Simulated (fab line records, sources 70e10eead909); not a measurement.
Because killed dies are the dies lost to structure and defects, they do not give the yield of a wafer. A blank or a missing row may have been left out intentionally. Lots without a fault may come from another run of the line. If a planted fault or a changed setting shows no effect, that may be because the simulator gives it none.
Comparing a struck lot with a sound one	flow nand harc	15 steps out of a route of 1159
Sound: wafers L583.1, L583.2, L583.3. Wafers struck: L591.2, L591.3, L591.6. The cause is named last.
Each step with rows lists, per side, the tool, then ch with its chambers, then its first start. Under that, the readings that differ: sound wafers	struck wafers	difference of the means	sigmas: that difference in standard deviations of wafers without a fault.
alike: words and numbers the same on both sides, and readings whose means are apart by under 2 such deviations; not compared: readings that were withheld, readings missing a value for some wafer, numbers with overlapping values and no deviation given by the record, and bounds like >300 which may hide the same value.
The two part at a step that has a row with sigmas, a row that says differs or no value, or rows on one side only. When numbers do not overlap yet have no deviation, they are printed without sigmas and do not part them. A reading that every wafer of one side lacks parts them only if that side has two wafers or more.

first, 1 step without rows for these wafers: NHARC_A_ONON_D1_DEP_12 (target thk 1000 nm).
NHARC_A_ONON_D1_THK_MEAS_14: measures by ellipsometry.
  struck on film metro-01, day 11 08:07; sound on film metro-02, day 9 17:56
  alike: thk nm
then, 2 steps without rows for these wafers: NHARC_A_ONON_D1_ANNEAL_15 (time 3600 s); NHARC_A_ONON_D1_DEP_16 (target thk 1000 nm).
NHARC_A_ONON_D1_THK_MEAS_18: measures by ellipsometry.
  struck on film metro-02, day 11 15:15; sound on film metro-01, day 10 01:09
  alike: thk nm
then, 1 step without rows for these wafers: NHARC_A_ONON_D1_DEP_19 (target thk 1000 nm).
NHARC_A_ONON_D1_THK_MEAS_21: measures by ellipsometry.
  struck on film metro-02, day 11 15:49; sound on film metro-02, day 10 01:44
  alike: thk nm
then, 1 step without rows for these wafers: NHARC_A_ONON_D1_DEP_22 (target thk 1000 nm).
NHARC_A_ONON_D1_THK_MEAS_24: measures by ellipsometry.
  struck on film metro-02, day 11 16:24; sound on film metro-02, day 10 02:19
  alike: thk nm
then, 1 step without rows for these wafers: NHARC_A_ONON_D1_DEP_25 (target thk 1000 nm).
NHARC_A_ONON_D1_THK_MEAS_27: measures by ellipsometry.
  struck on film metro-01, day 11 16:58; sound on film metro-02, day 10 02:53
  alike: thk nm
NHARC_A_ONON_D1_DEP_28: target thk 1000 nm.
  sound on pecvd onon-04 ch 0, day 10 02:56; struck on pecvd onon-02 ch 0, day 11 17:05
reading	sound	struck	difference	sigmas
n2o flow sccm (sccm)	1999 2018 2006	1982 1987 1992	-21	-3
  alike: nh3 flow sccm, sih4 flow sccm, susceptor temp C
NHARC_A_ONON_D1_THK_MEAS_30: measures by ellipsometry.
  struck on film metro-02, day 11 17:32; sound on film metro-01, day 10 03:27
reading	sound	struck	difference	sigmas
thk nm (nm)	1004 1003 1004	1576 1575 1576	+572	+60
NHARC_A_ONON_D1_DEP_33: deposits SiO2, target thk 200 nm.
  sound on pecvd-03 ch 0,1,2, day 10 03:30; struck on pecvd-02 ch 0,1,2, day 11 17:35
  alike: heater power w, susceptor temp C, throttle valve pct
-- break in the record here, with 12 days between the starts of the struck wafers on either side (left off in module A_ONON_D1, picked up again in module END, where the first step shown is number 1159 on the route) --
NHARC_END_SORT_01:
  at this point the record logs the struck wafers (prober-02 ch 0, day 23 12:23) and has no rows for the sound ones

## WHERE THEY PART
Earliest at NHARC_A_ONON_D1_DEP_28; latest, in this record, at NHARC_END_SORT_01.

WHY: what the simulator had put in
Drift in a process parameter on pecvd onon-02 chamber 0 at NHARC_A_ONON_D1_DEP_28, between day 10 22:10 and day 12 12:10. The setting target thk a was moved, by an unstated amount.
